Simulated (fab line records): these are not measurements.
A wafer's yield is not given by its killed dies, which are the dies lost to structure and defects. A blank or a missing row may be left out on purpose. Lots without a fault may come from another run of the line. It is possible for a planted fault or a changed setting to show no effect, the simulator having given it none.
fab line records	flow nand_harc
record lots=13	wafers=39	last_day=31
route steps=1302 shown A_CHANNEL_FILL_D2@632 HYBRID_BOND@1242 THIN_TSV@1291 END@1302
lots untouched by any fault: they come from a run of this same line in which no faults occurred
start_h: the number of hours between the record's first day and the start of the first shown wafer of the lot	wait_h: time in hours since the lot's previous step	" repeats the value in the row above	L1.1+2: several wafers, shown together as one row	- either no value or no given start	* or withheld: withheld	< > ~ a bound
route shown NAME@n: NAME is a module with steps in the file, n the number in the route of the first one	usual: mean/standard deviation taken from wafers without a fault	same: alike in all rows	chamber/n: place in a boat	sites: the reading at each site	_std_site: how widely they spread, as a standard deviation	_edge_site: inner sites' mean taken away from outer sites' mean	radius_mm: for every site, how far away it sits from the centre of the wafer	mask NAME#n: copy n	behind: the tool/chamber that last shaped the wafer	hold: what put the lot on hold/how long, in hours/how the hold closed	device: transistor that didn't switch, given as n, p or np	end of line: the route-end tests of the same wafers	a step with no rows: only its recipe	killed: count of dies lost to structure and defects at first sort (not the wafer's yield)	map: the dies of a wafer, with x for killed, . for not killed, _ for no die there
set.NAME: the setting the step ran with; set.NAME@STEP: the setting that earlier step ran with	model.NAME: the simulator's own value behind a step, which no gauge read
route steps across a sampled set of lots; one table per step, one row per wafer
services: from which hour (start_h, from the record's first day; less than 0 if before it) a tool's chamber was out of use, for how many hours, and why
## steps
# step NHARC_A_CHANNEL_FILL_D2_CVD_09
# recipe target_thk_a=1500	temp_c=620	pressure_mtorr=200	time_s=3000	material=poly-Si
# usual spike_tc_bottom_C=643.9/0.85	spike_tc_upper_C=620.5/1.4
lot.wafer	tool	chamber	start_h	wait_h	spike_tc_bottom_C	spike_tc_upper_C
L529.2	lpcvd_poly-04	0	349.65	2.3	643.7	622.4
L529.3	"	0	"	"	643.0	621.9
L529.4	"	0	"	"	642.6	620.8
L530.1	lpcvd_poly-04	0	349.65	2.2	643.9	620.8
L530.2	"	0	"	"	641.9	620.9
L530.4	"	0	"	"	643.9	621.3
L531.1	lpcvd_poly-04	0	349.65	2.3	644.6	619.9
L531.3	"	0	"	"	644.8	622.0
L531.5	"	0	"	"	644.5	622.0
L532.1	lpcvd_poly-04	0	381.72	2.3	643.7	620.7
L532.3	"	0	"	"	643.7	620.0
L532.4	"	0	"	"	643.1	622.5
L533.1	lpcvd_poly-01	0	395.77	4.7	642.1	618.0
L533.3	"	0	"	"	645.3	618.0
L533.6	"	0	"	"	643.7	618.9
L534.3	lpcvd_poly-01	0	395.77	4.7	642.4	619.5
L534.4	"	0	"	"	643.1	620.1
L534.6	"	0	"	"	644.5	619.0
L536.1	lpcvd_poly-03	0	426.32	1.6	645.4	619.6
L536.3	"	0	"	"	644.6	619.4
L536.4	"	0	"	"	644.6	621.1
L537.1	lpcvd_poly-03	0	426.32	2.4	645.3	618.5
L537.2	"	0	"	"	645.0	620.6
L537.5	"	0	"	"	643.7	622.2
L538.2	lpcvd_poly-01	0	440.18	1.8	643.5	619.0
L538.4	"	0	"	"	643.2	618.7
L538.5	"	0	"	"	643.2	619.7
L543.3	lpcvd_poly-04	0	484.17	2.3	643.1	622.9
L543.5	"	0	"	"	644.3	621.5
L543.6	"	0	"	"	644.1	621.8
L546.1	lpcvd_poly-04	0	515.98	2.3	644.5	621.8
L546.3	"	0	"	"	642.5	620.5
L546.5	"	0	"	"	643.4	621.2
L545.4	lpcvd_poly-04	0	521.37	2.3	644.3	620.6
L545.5	"	0	"	"	644.0	619.7
L545.6	"	0	"	"	644.6	620.9
L547.2	lpcvd_poly-04	0	521.37	2.2	643.0	620.1
L547.4	"	0	"	"	644.5	619.8
L547.6	"	0	"	"	643.5	621.8
# step NHARC_HYBRID_BOND_OVL_MEAS_05
# usual overlay_x_nm=-1/34	overlay_y_nm=0/32
lot.wafer	tool	chamber	start_h	wait_h	overlay_x_nm	overlay_y_nm
L531.1	overlay-01	-	551.01	0.4	36	16
L531.3	"	-	"	"	44	-12
L531.5	"	-	"	"	-9	-2
L529.2	overlay-02	-	551.01	0.4	81	-14
L529.3	"	-	"	"	-37	30
L529.4	"	-	"	"	-35	-7
L530.1	overlay-02	-	555.36	0.4	-22	-35
L530.2	"	-	"	"	-32	-31
L530.4	"	-	"	"	-16	36
L532.1	overlay-01	-	586.11	0.4	21	-28
L532.3	"	-	"	"	25	-8
L532.4	"	-	"	"	-68	-65
L534.3	overlay-02	-	586.11	0.4	-37	8
L534.4	"	-	"	"	-82	1
L534.6	"	-	"	"	43	-1
L533.1	overlay-01	-	591.08	0.4	26	28
L533.3	"	-	"	"	62	-6
L533.6	"	-	"	"	-28	-67
L536.1	overlay-02	-	629.52	0.4	-19	-30
L536.3	"	-	"	"	4	-5
L536.4	"	-	"	"	-5	33
L537.1	overlay-02	-	636.66	0.4	-21	56
L537.2	"	-	"	"	5	-30
L537.5	"	-	"	"	-20	17
L538.2	overlay-01	-	636.66	0.4	0	-11
L538.4	"	-	"	"	-15	37
L538.5	"	-	"	"	49	-23
L543.3	overlay-02	-	677.12	0.4	46	-15
L543.5	"	-	"	"	-9	40
L543.6	"	-	"	"	-21	45
L546.1	overlay-01	-	720.12	0.4	63	-46
L546.3	"	-	"	"	-55	6
L546.5	"	-	"	"	43	11
L547.2	overlay-02	-	720.12	0.4	12	-18
L547.4	"	-	"	"	-87	1
L547.6	"	-	"	"	-16	48
L545.4	overlay-01	-	724.46	0.4	-12	42
L545.5	"	-	"	"	28	-10
L545.6	"	-	"	"	-38	27
# step NHARC_THIN_TSV_CD_MEAS_33
# recipe target_cd_nm=5000	landing_energy_ev=500
# usual cd_nm=4999.2/2
lot.wafer	tool	chamber	start_h	wait_h	cd_nm
L529.2	cd_sem-02	0	559.66	-	5002.6
L529.3	"	0	"	"	5000.9
L529.4	"	0	"	"	5001.7
L531.1	cd_sem-01	0	561.03	-	4999.2
L531.3	"	0	"	"	4998.9
L531.5	"	0	"	"	4998.1
L530.1	cd_sem-01	0	563.96	-	5000.1
L530.2	"	0	"	"	5002.3
L530.4	"	0	"	"	4999.0
L534.3	cd_sem-02	0	594.61	-	4995.6
L534.4	"	0	"	"	4995.3
L534.6	"	0	"	"	4998.9
L532.1	cd_sem-01	0	595.96	-	4999.7
L532.3	"	0	"	"	4997.1
L532.4	"	0	"	"	4996.7
L533.1	cd_sem-01	0	599.77	-	5002.8
L533.3	"	0	"	"	5001.0
L533.6	"	0	"	"	5000.4
L536.1	cd_sem-02	0	638.07	-	4996.9
L536.3	"	0	"	"	4996.5
L536.4	"	0	"	"	4998.9
L538.2	cd_sem-01	0	645.26	-	5004.1
L538.4	"	0	"	"	5001.1
L538.5	"	0	"	"	5000.7
L537.1	cd_sem-01	0	646.43	-	4999.4
L537.2	"	0	"	"	4999.3
L537.5	"	0	"	"	4997.4
L543.3	cd_sem-01	0	686.06	-	4996.2
L543.5	"	0	"	"	4999.7
L543.6	"	0	"	"	5002.3
L547.2	cd_sem-01	0	728.97	-	5000.4
L547.4	"	0	"	"	4999.4
L547.6	"	0	"	"	4998.9
L546.1	cd_sem-02	0	729.82	-	4998.4
L546.3	"	0	"	"	4999.0
L546.5	"	0	"	"	4999.3
L545.4	cd_sem-02	0	732.98	-	4995.5
L545.5	"	0	"	"	4999.2
L545.6	"	0	"	"	4999.2
# step NHARC_THIN_TSV_STRIP_56
# recipe power_w=1500	temp_c=250	chemistry=O2
# usual drypump_motor_current_A=5.58/0.17	heater_power_w=306/19
lot.wafer	tool	chamber	start_h	wait_h	drypump_motor_current_A	heater_power_w	rf_hours_counter_h
L529.2	plasma_asher-01	1	560.31	0.1	5.68	288	7
L529.4	"	1	"	"	5.67	287	-
L529.3	"	0	"	"	5.35	312	-
L531.1	plasma_asher-01	1	561.73	0.1	5.67	292	8
L531.3	"	0	"	"	5.33	313	-
L531.5	"	0	"	"	5.36	319	-
L530.1	plasma_asher-01	1	564.60	0.1	5.67	290	8
L530.2	"	0	"	"	5.34	320	8
L530.4	"	1	"	"	5.68	290	-
L534.4	plasma_asher-02	1	595.33	0.2	5.70	313	-
L534.3	"	0	"	"	5.83	355	-
L534.6	"	0	"	"	5.78	363	-
L532.1	plasma_asher-01	0	596.91	0.2	5.33	317	15
L532.4	"	1	"	"	5.63	293	-
L532.3	"	0	"	"	5.31	313	-
L533.1	plasma_asher-02	0	600.68	0.1	5.76	355	35
L533.3	"	0	"	"	5.75	366	-
L533.6	"	0	"	"	5.77	357	-
L536.1	plasma_asher-02	0	638.71	0.1	5.78	319	5
L536.3	"	0	"	"	5.79	321	-
L536.4	"	1	"	"	5.69	276	-
L538.2	plasma_asher-01	0	645.96	0.1	5.34	308	26
L538.4	"	1	"	"	5.65	285	-
L538.5	"	0	"	"	5.34	313	-
L537.1	plasma_asher-02	1	647.17	0.1	5.69	277	7
L537.2	"	0	"	"	5.80	327	7
L537.5	"	1	"	"	5.66	281	-
L543.3	plasma_asher-02	0	686.87	0.2	5.77	327	-
L543.5	"	1	"	"	5.69	285	-
L543.6	"	0	"	"	5.74	332	-
L547.2	plasma_asher-01	1	729.66	0.1	5.65	298	4
L547.4	"	0	"	"	5.35	322	-
L547.6	"	0	"	"	5.37	316	-
L546.1	plasma_asher-01	1	730.47	0.1	5.66	297	4
L546.3	"	0	"	"	5.32	310	-
L546.5	"	0	"	"	5.32	312	-
L545.4	plasma_asher-02	0	733.76	0.2	5.80	319	-
L545.6	"	1	"	"	5.65	277	-
L545.5	"	0	"	"	5.80	328	-
# step NHARC_END_SORT_01
# recipe temp_c=25
# usual killed_at_array=52/19	killed_at_other=0.9/1.3	killed_at_periphery=4/3.1	killed_dies=57/18	killed_open=3.2/1.7	killed_short=2.3/1.4
# same gross_dies=677
lot.wafer	tool	chamber	start_h	wait_h	killed_at_array	killed_at_other	killed_at_periphery	killed_dies	killed_open	killed_short
L546.1	prober-01	0	738.10	2.5	111	0	4	115	4	6
L546.3	prober-01	0	739.69	3.1	91	0	6	97	2	2
L546.5	prober-01	0	741.28	3.7	94	0	5	99	1	1
L547.2	prober-02	0	739.00	2.8	125	0	2	127	2	2
L547.4	prober-02	0	740.60	3.4	122	0	0	122	3	1
L547.6	prober-02	0	742.20	4.0	113	0	2	115	3	2
L545.4	prober-01	0	748.28	3.4	117	0	6	123	2	2
L545.5	prober-01	0	749.08	3.7	114	0	2	116	3	3
L545.6	prober-01	0	749.88	4.0	106	1	4	111	5	4
# killed by level:class
L546.1 A_CHANNEL_FILL_D2:unspecified=69 A_CONTACT:chamber_film_flake=11 A_CHANNEL_HOLE_D1:chamber_film_flake=11 A_CHANNEL_FILL_D2:geometric_particle:short=3 A_STAIRCASE:chamber_film_flake=3 A_SLIT:chamber_film_flake=3 A_SOURCE_PLATE:geometric_particle:short=2 P_GATE:chamber_film_flake=2
L547.2 A_CHANNEL_FILL_D2:unspecified=69 A_SLIT:chamber_film_flake=31 A_CHANNEL_HOLE_D1:chamber_film_flake=10 A_CONTACT:chamber_film_flake=7 P_GATE:geometric_particle:open=1 P_M0:geometric_particle:short=1 A_CHANNEL_FILL_D1:geometric_particle:short=1 A_ONON_D2:geometric_particle:open=1
L546.3 A_CHANNEL_FILL_D2:unspecified=63 A_SLIT:chamber_film_flake=10 A_CONTACT:chamber_film_flake=6 A_CHANNEL_HOLE_D1:chamber_film_flake=5 P_BONDPAD:chamber_film_flake=3 A_DECK1_JOINT:chamber_film_flake=3 P_M0:geometric_particle:short=1 A_WL_FILL:geometric_particle:short=1
L547.4 A_CHANNEL_FILL_D2:unspecified=72 A_SLIT:chamber_film_flake=17 A_CHANNEL_HOLE_D1:chamber_film_flake=13 A_CONTACT:chamber_film_flake=11 A_ZERO_WELL:chamber_film_flake=3 A_ONON_D1:geometric_particle:short=1 A_SGD_CUT:geometric_particle:open=1 A_WL_FILL:geometric_particle:open=1
L546.5 A_CHANNEL_FILL_D2:unspecified=63 A_CONTACT:chamber_film_flake=14 A_CHANNEL_HOLE_D1:chamber_film_flake=8 A_STAIRCASE:chamber_film_flake=3 A_SLIT:chamber_film_flake=3 P_GATE:chamber_film_flake=2 P_BONDPAD:chamber_film_flake=2 P_M0:geometric_particle:open=1
L547.6 A_CHANNEL_FILL_D2:unspecified=70 A_SLIT:chamber_film_flake=14 A_CHANNEL_HOLE_D1:chamber_film_flake=12 A_CONTACT:chamber_film_flake=6 A_SGD_CUT:geometric_particle:open=2 P_STI:chamber_film_flake=2 A_CHANNEL_HOLE_D2:chamber_film_flake=2 A_CHANNEL_FILL_D2:chamber_film_flake=2
L545.4 A_CHANNEL_FILL_D2:unspecified=77 A_CHANNEL_HOLE_D2:chamber_film_flake=23 A_CHANNEL_HOLE_D1:chamber_film_flake=5 A_CONTACT:chamber_film_flake=4 A_SLIT:chamber_film_flake=3 P_M1:chamber_film_flake=2 P_BONDPAD:chamber_film_flake=2 P_GATE:geometric_particle:short=1
L545.5 A_CHANNEL_FILL_D2:unspecified=65 A_CHANNEL_HOLE_D2:chamber_film_flake=20 A_CONTACT:chamber_film_flake=8 A_SLIT:chamber_film_flake=6 A_CHANNEL_HOLE_D1:chamber_film_flake=5 A_CHANNEL_FILL_D1:chamber_film_flake=2 A_CHANNEL_FILL_D1:geometric_particle:open=1 A_DECK1_JOINT:geometric_particle:open=1
L545.6 A_CHANNEL_FILL_D2:unspecified=71 A_SLIT:chamber_film_flake=8 A_CHANNEL_HOLE_D2:chamber_film_flake=7 A_CHANNEL_HOLE_D1:chamber_film_flake=5 A_CONTACT:chamber_film_flake=5 P_M1:chamber_film_flake=3 A_DECK1_JOINT:geometric_particle:open=2 A_WL_FILL:geometric_particle:short=2
## services
tool	chamber	start_h	hours	kind
plasma_asher-02	-	328.89	4.2	repair
plasma_asher-01	-	342.76	9.0	pm
plasma_asher-01	0	342.76	9.0	vent_cycle
plasma_asher-01	1	342.76	9.0	vent_cycle
plasma_asher-01	0	351.76	-	clean
plasma_asher-01	1	351.76	-	clean
lpcvd_poly-03	-	387.39	26.0	pm
plasma_asher-02	-	426.05	9.0	pm
plasma_asher-01	-	447.40	6.2	repair
plasma_asher-01	-	519.76	9.0	pm
plasma_asher-01	0	519.76	9.0	vent_cycle
plasma_asher-01	1	519.76	9.0	vent_cycle
plasma_asher-01	0	528.76	-	clean
plasma_asher-01	1	528.76	-	clean
lpcvd_poly-01	-	543.32	6.9	repair
lpcvd_poly-01	-	567.27	26.0	pm
plasma_asher-02	-	582.04	4.0	repair
plasma_asher-02	-	603.05	9.0	pm
plasma_asher-02	-	692.15	4.1	repair
plasma_asher-01	-	696.76	9.0	pm
plasma_asher-01	0	696.76	9.0	vent_cycle
plasma_asher-01	1	696.76	9.0	vent_cycle
plasma_asher-01	0	705.76	-	clean
plasma_asher-01	1	705.76	-	clean
## key
first_sign step=NHARC_END_SORT_01	reading=killed_dies	direction=up	sigmas=3.1	usual=57	struck=114
effect step=NHARC_END_SORT_01	reading=killed_at_array	direction=up	sigmas=3.1	usual=52	struck=110
more_kills_born_at NHARC_A_CHANNEL_FILL_D2_CVD_09@lpcvd_poly-04=619
met_at NHARC_A_CHANNEL_FILL_D2_CVD_09
struck_lots L545,L546,L547
tester_left_out L545,L546,L547
not_acting_at NHARC_HYBRID_BOND_OVL_MEAS_05,NHARC_THIN_TSV_CD_MEAS_33,NHARC_THIN_TSV_STRIP_56
also_fits time
fault kind=chamber_particle_source	tool=lpcvd_poly-04	chamber=-	onset_h=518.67	steps=NHARC_A_CHANNEL_FILL_D2_CVD_09	rate_per_visit_cm2=0.47161	end_h=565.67
# tester_left_out: of these lots the tester's yield and bins aren't shown, on N5 and GAA mostly nor the transistor test; their killed dies are dies lost to structure and defects alone, not to doping, threshold or leakage, so they don't give the yield
